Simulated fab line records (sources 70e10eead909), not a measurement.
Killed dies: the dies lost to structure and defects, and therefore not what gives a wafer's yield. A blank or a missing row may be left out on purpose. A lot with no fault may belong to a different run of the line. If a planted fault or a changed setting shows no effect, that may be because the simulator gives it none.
Problem report, 8D (eight disciplines) form, completed by code + flow nand-harc + the parts of the form that need people (team, actions taken, sign-off) are left out

## 1. THE ISSUE
thk-nm at NHARC_A_ONON_D1_THK_MEAS_18 reads a mean of 640 nm on 6 wafers of 2 lots; wafers without a fault read 1003 nm with a standard deviation of 11. That is -33 standard deviations from the usual mean.
The step: measures by ellipsometry.
Earliest sighting: wafer L644.1 on film-metro-02 at day 11 16:59. At this step, 39 wafers from 13 lots have a number in the record. By rule, "out" or "out of limits" means more than 4 standard deviations away from the usual mean. All remaining wafers that have a number are taken as sound.

## 2. WHAT IT IS AND WHAT IT IS NOT
| question                    | is                           | is not                                                                    |
|-----------------------------|------------------------------|---------------------------------------------------------------------------|
| which readings at this step | thk-nm                       | -                                                                         |
| which lots                  | L644, L646                   | L630, L631, L632, L633, L634, L635, L636, L638, L640, L649, L650          |
| which wafers of those lots  | all that have a number       | -                                                                         |
| read on which gauges        | film-metro-01, film-metro-02 | -                                                                         |
| when                        | from day 11 16:59            | up to then (27 sound wafers); but 6 sound wafers of L649, L650 came after |

## 3. WHAT RULES OUT EACH SUSPECT
Counting: any tool at a process step up to the reading is kept as a suspect provided that every lot that is out went through it and no sound lot did after the first of them.
- the gauge at NHARC_A_ONON_D1_THK_MEAS_18 is ruled out. Those wafers that are out were read across 2 gauges (film-metro-01, film-metro-02).
- pecvd-onon-01 at NHARC_A_ONON_D1_DEP_16 (target thk 1000 nm): kept. It ran every lot that is out, first L644 (day 11 16:28), and no sound lot after that; its last sound lot up to then is L633 (day 9 00:29).
Left after counting: pecvd-onon-01 at NHARC_A_ONON_D1_DEP_16.

## 4. THE CAUSE (what the simulator had put in)
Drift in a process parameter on pecvd-onon-01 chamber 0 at NHARC_A_ONON_D1_DEP_16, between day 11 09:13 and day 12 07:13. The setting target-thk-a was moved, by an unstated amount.
After counting, this tool was the only one left.

## 5. THE CHAIN OF EFFECTS, in route order
Each row: a reading where the mean over the struck wafers with a number is more than 3 standard deviations away from the usual. Readings are gone through only where the record gives a usual standard deviation; hours: the median, over the lots, of the time from a lot's start at the first step in this table giving one to that lot's start at this step; sigmas: the change measured in usual standard deviations.
| hours | step                        | reading         | usual   | on struck wafers | change | sigmas |
|-------|-----------------------------|-----------------|---------|------------------|--------|--------|
| 0     | NHARC_A_ONON_D1_THK_MEAS_18 | thk-nm          | 1003 nm | 640              | -363   | -33    |
| 333   | NHARC_END_SORT_01           | killed-at-array | 27      | 673              | +646   | +54    |
| 333   | NHARC_END_SORT_01           | killed-dies     | 31      | 677              | +646   | +54    |

## 6. WHAT WOULD HAVE CAUGHT IT SOONER
In this record the first reading out of limits at a measuring or inspecting step was taken at day 11 16:59, 8 hours after the fault began at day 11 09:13.
Among the 2 lots that are out, L646 began NHARC_A_ONON_D1_DEP_16 on pecvd-onon-01 after day 11 16:59. Had the tool been put on hold then, it would have been spared.
